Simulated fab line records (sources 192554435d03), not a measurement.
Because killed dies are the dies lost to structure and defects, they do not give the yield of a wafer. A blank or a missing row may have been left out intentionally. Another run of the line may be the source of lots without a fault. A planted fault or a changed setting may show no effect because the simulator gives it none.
Matching of chambers :: flow n5 finfet :: N5_BEOL_M9_STRIP_19 on rie diel-06: 4 sister chambers
The step strips in O2. 14 wafers are shown with their chamber, then 7 later ones without.

== WAFERS WITH THEIR CHAMBER ==
wafer: L075.3
chamber: 2
showerhead plenum p Torr (Torr): 2.01
drypump motor current A (A): 6.1
oes product au (a.u.): 0.71

wafer: L075.5
chamber: 1
showerhead plenum p Torr (Torr): 2.06
drypump motor current A (A): 6.5
oes product au (a.u.): 0.88

wafer: L075.6
chamber: 0
showerhead plenum p Torr (Torr): 2.18
drypump motor current A (A): 6.7
oes product au (a.u.): 0.69

wafer: L082.1
chamber: 2
showerhead plenum p Torr (Torr): 2.01
drypump motor current A (A): 6.1
oes product au (a.u.): 0.70

wafer: L082.4
chamber: 1
showerhead plenum p Torr (Torr): 2.06
drypump motor current A (A): 6.5
oes product au (a.u.): 0.86

wafer: L082.6
chamber: 1
showerhead plenum p Torr (Torr): 2.06
drypump motor current A (A): 6.5
oes product au (a.u.): 0.87

wafer: L086.2
chamber: 3
showerhead plenum p Torr (Torr): 2.06
drypump motor current A (A): 5.7
oes product au (a.u.): 0.86

wafer: L086.3
chamber: 0
showerhead plenum p Torr (Torr): 2.17
drypump motor current A (A): 6.7
oes product au (a.u.): 0.69

wafer: L086.6
chamber: 1
showerhead plenum p Torr (Torr): 2.06
drypump motor current A (A): 6.5
oes product au (a.u.): 0.86

wafer: L088.1
chamber: 1
showerhead plenum p Torr (Torr): 2.06
drypump motor current A (A): 6.5
oes product au (a.u.): 0.84

wafer: L088.2
chamber: 2
showerhead plenum p Torr (Torr): 2.01
drypump motor current A (A): 6.2
oes product au (a.u.): 0.68

wafer: L088.4
chamber: 0
showerhead plenum p Torr (Torr): 2.17
drypump motor current A (A): 6.8
oes product au (a.u.): 0.68

wafer: L091.2
chamber: 3
showerhead plenum p Torr (Torr): 2.05
drypump motor current A (A): 5.7
oes product au (a.u.): 0.85

wafer: L091.3
chamber: 1
showerhead plenum p Torr (Torr): 2.06
drypump motor current A (A): 6.4
oes product au (a.u.): 0.84

SIGNATURES (averages over the wafers above)
reading: showerhead plenum p Torr
chamber 0: 2.1733
chamber 1: 2.0600
chamber 2: 2.0100
chamber 3: 2.0550
scatter within a chamber: 0.00342

reading: drypump motor current A
chamber 0: 6.733
chamber 1: 6.483
chamber 2: 6.133
chamber 3: 5.700
scatter within a chamber: 0.0465

reading: oes product au
chamber 0: 0.6867
chamber 1: 0.8583
chamber 2: 0.6967
chamber 3: 0.8550
scatter within a chamber: 0.0137
Rule: for each reading, subtract the chamber's mean from the wafer's reading, divide by that reading's scatter and square the result; add these up over the readings and take the root, which gives the wafer's distance from the chamber. The wafer belongs to the nearest chamber; if the next one is less than 2 further off, it can't be placed. The scatter: take each reading less its chamber's mean, square it, sum over the shown wafers, divide by the number of wafers less the number of chambers, and take the root.

== WAFERS WITH NO CHAMBER GIVEN ==
wafer: L091.5
showerhead plenum p Torr (Torr): 2.17
drypump motor current A (A): 6.8
oes product au (a.u.): 0.68

wafer: L093.1
showerhead plenum p Torr (Torr): 2.00
drypump motor current A (A): 6.1
oes product au (a.u.): 0.69

wafer: L093.2
showerhead plenum p Torr (Torr): 2.05
drypump motor current A (A): 6.4
oes product au (a.u.): 0.85

wafer: L093.3
showerhead plenum p Torr (Torr): 2.05
drypump motor current A (A): 5.7
oes product au (a.u.): 0.84

wafer: L096.2
showerhead plenum p Torr (Torr): 2.05
drypump motor current A (A): 5.7
oes product au (a.u.): 0.85

wafer: L096.3
showerhead plenum p Torr (Torr): 2.16
drypump motor current A (A): 6.8
oes product au (a.u.): 0.66

wafer: L096.6
showerhead plenum p Torr (Torr): 2.00
drypump motor current A (A): 6.1
oes product au (a.u.): 0.68

== WHICH CHAMBER EACH ONE RAN IN ==
wafer: L091.5
from the rows above: 0
in truth: 0

wafer: L093.1
from the rows above: 2
in truth: 2

wafer: L093.2
from the rows above: 1
in truth: 1

wafer: L093.3
from the rows above: 3
in truth: 3

wafer: L096.2
from the rows above: 3
in truth: 3

wafer: L096.3
from the rows above: 0
in truth: 0

wafer: L096.6
from the rows above: 2
in truth: 2
7 of 7 placed correctly. Left unplaced by these rows: 0. Placed wrongly: 0.
